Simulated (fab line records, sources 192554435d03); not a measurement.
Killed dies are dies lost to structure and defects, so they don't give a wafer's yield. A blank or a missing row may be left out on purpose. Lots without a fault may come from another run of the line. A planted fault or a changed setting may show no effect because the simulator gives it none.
Split-lot experiment | flow n5_finfet | 7 lots, 21 wafers read, on a route of 1938 steps

THE SPLIT
At N5_BEOL_M15_ETCH_59 (etches BARC in N2/H2, target depth 89 nm, overetch 26.7 nm, time 67.9 s), the setting time_s was moved away from the recipe's 67.9 s on 10 of the 21 wafers read, by -22.1% to +18.7%. The other wafers ran this setting at the recipe's value.

The reading is taken at the split's own step.

THE READING
coat_of_BEOL_M15_COAT_04.thk_nm (the simulator's own value, which no gauge read), in nm, at N5_BEOL_M15_ETCH_59 (etches BARC in N2/H2, target depth 89 nm, overetch 26.7 nm, time 67.9 s). The file gives no usual value for it. The 11 wafers here that ran the recipe average 717.5 nm, standard deviation 2 nm.

wafer  | tool, chamber at the split | time_s as run, s | against the recipe | coat_of_BEOL_M15_COAT_04.thk_nm, nm | against lot-mates on the recipe
L080.2 | rie_diel-04, 2             | 67.9             | recipe             | 717.6                               | -
L080.3 | rie_diel-04, 1             | 67.9             | recipe             | 718.2                               | -
L080.4 | rie_diel-04, 3             | 67.9             | recipe             | 713.6                               | -
L084.1 | rie_diel-03, 3             | 67.9             | recipe             | 718.4                               | -
L084.3 | rie_diel-03, 1             | 67.9             | recipe             | 718                                 | -
L084.4 | rie_diel-03, 2             | 80.63            | +18.7%             | 710.6                               | -7.6
L091.2 | rie_diel-04, 0             | 63.78            | -6.1%              | 724.8                               | +7.0
L091.4 | rie_diel-04, 2             | 67.9             | recipe             | 717.8                               | -
L091.6 | rie_diel-04, 3             | 63.78            | -6.1%              | 719.8                               | +2.0
L093.1 | rie_diel-04, 3             | 52.9             | -22.1%             | 727                                 | +10.4
L093.3 | rie_diel-04, 2             | 52.9             | -22.1%             | 730                                 | +13.4
L093.5 | rie_diel-04, 0             | 67.9             | recipe             | 716.6                               | -
L095.1 | rie_diel-02, 2             | 72.44            | +6.7%              | 710.6                               | -5.2
L095.3 | rie_diel-02, 3             | 67.9             | recipe             | 715.8                               | -
L095.6 | rie_diel-02, 0             | 72.44            | +6.7%              | 709.8                               | -6.0
L096.1 | rie_diel-02, 3             | 57.24            | -15.7%             | 724.4                               | no lot-mate on the recipe
L096.2 | rie_diel-02, 0             | 57.24            | -15.7%             | 727.6                               | no lot-mate on the recipe
L096.4 | rie_diel-02, 2             | 57.24            | -15.7%             | 726.6                               | no lot-mate on the recipe
L097.1 | rie_diel-03, 2             | 67.9             | recipe             | 720.2                               | -
L097.2 | rie_diel-03, 3             | 67.9             | recipe             | 715.6                               | -
L097.3 | rie_diel-03, 0             | 67.9             | recipe             | 721                                 | -

THE FIT
A straight line over all 21 wafers: coat_of_BEOL_M15_COAT_04.thk_nm changes by -0.532 nm for each +1% of time_s; r = -0.91; the points scatter about the line by 2.4 nm.
The same after taking each lot's own level away (the mean of its wafers on the recipe; 18 wafers): -0.534 nm for each +1%; r = -0.93; scatter 2 nm.
On that fit, the largest move of time_s shifts the reading by 12 nm.
The lots' own levels span 715.80 to 718.93 nm, that is 1.6 times the standard deviation above.
So the lot-to-lot level changes the slope little: the two slopes agree.
Check: with one of the wafers moved furthest among these (-22.1%) left out of the fit, the line predicts +12.7 nm for it against its lot-mates. It came out at +10.4 nm against them.

OTHER SPLITS ON THESE WAFERS
These wafers also went through other splits before the reading. Each is held against what the fit with the lots' levels taken away leaves over:
other split on the same wafers | wafers away from the commonest value | r with coat_of_BEOL_M15_COAT_04.thk_nm (lot level and that fit taken away)
N5_BEOL_M13_ILD_DEP_00 time_s  | 3                                    | +0.13
N5_BEOL_M13_COAT_04 spin_rpm   | 6                                    | +0.29
N5_BEOL_M13_SPUTTER_43 time_s  | 5                                    | -0.39

THE FILE'S OWN FIT
coat_of_BEOL_M15_COAT_04.thk_nm changes by -0.51 nm for each +1% of time_s, r = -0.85.
